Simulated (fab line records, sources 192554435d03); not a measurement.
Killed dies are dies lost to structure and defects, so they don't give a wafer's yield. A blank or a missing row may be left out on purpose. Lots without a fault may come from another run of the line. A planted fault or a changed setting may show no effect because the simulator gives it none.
Chamber matching | flow n5_finfet | N5_BEOL_M4_CO_CAP_55 on cvd_co-02: 3 sister chambers
The step material Co, precursor CCTBA/H2, target thk 2 nm, time 102.1 s. 20 wafers are shown with their chamber, then 10 later ones without.

WAFERS WITH THEIR CHAMBER
wafer  | chamber | heater_power_w (W)
L076.1 | 0       | 244
L076.3 | 2       | 277
L076.5 | 2       | 288
L077.2 | 1       | 233
L077.3 | 0       | 252
L077.4 | 0       | 254
L079.1 | 2       | 283
L079.4 | 0       | 246
L079.6 | 1       | 241
L080.1 | 2       | 279
L080.4 | 2       | 280
L080.5 | 1       | 237
L082.1 | 2       | 286
L082.2 | 1       | 239
L082.5 | 0       | 253
L084.2 | 1       | 237
L084.3 | 2       | 281
L084.5 | 2       | 293
L085.3 | 1       | 241
L085.4 | 2       | 279

SIGNATURES (means of the wafers above)
reading        | chamber 0 | chamber 1 | chamber 2 | scatter within a chamber
heater_power_w | 249.80    | 238.00    | 282.89    | 4.48
Rule: a wafer's distance from a chamber is the root of the sum, over the readings, of the square of ((its reading less the chamber's mean) divided by the reading's scatter). The wafer belongs to the nearest chamber; if the next one is less than 2 further off, it can't be placed. The scatter: the root of (the sum of the squares of (reading less its chamber's mean) over the shown wafers, divided by (wafers less chambers)).

WAFERS WITHOUT THEIR CHAMBER
wafer  | heater_power_w (W)
L085.5 | 255
L086.3 | 254
L086.5 | 254
L086.6 | 241
L087.2 | 235
L087.3 | 249
L087.5 | 284
L091.1 | 255
L091.2 | 243
L091.4 | 236

WHICH CHAMBER EACH WENT THROUGH
wafer  | from the rows above     | in truth
L085.5 | 0                       | 0
L086.3 | 0                       | 0
L086.5 | 0                       | 0
L086.6 | can't be placed: 1 or 0 | 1
L087.2 | 1                       | 1
L087.3 | 0                       | 0
L087.5 | 2                       | 2
L091.1 | 0                       | 0
L091.2 | can't be placed: 1 or 0 | 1
L091.4 | 1                       | 1
Placed correctly: 8 of 10. Can't be placed from these rows: 2 (the true chamber is among the candidates in 2). Placed wrongly: 0.
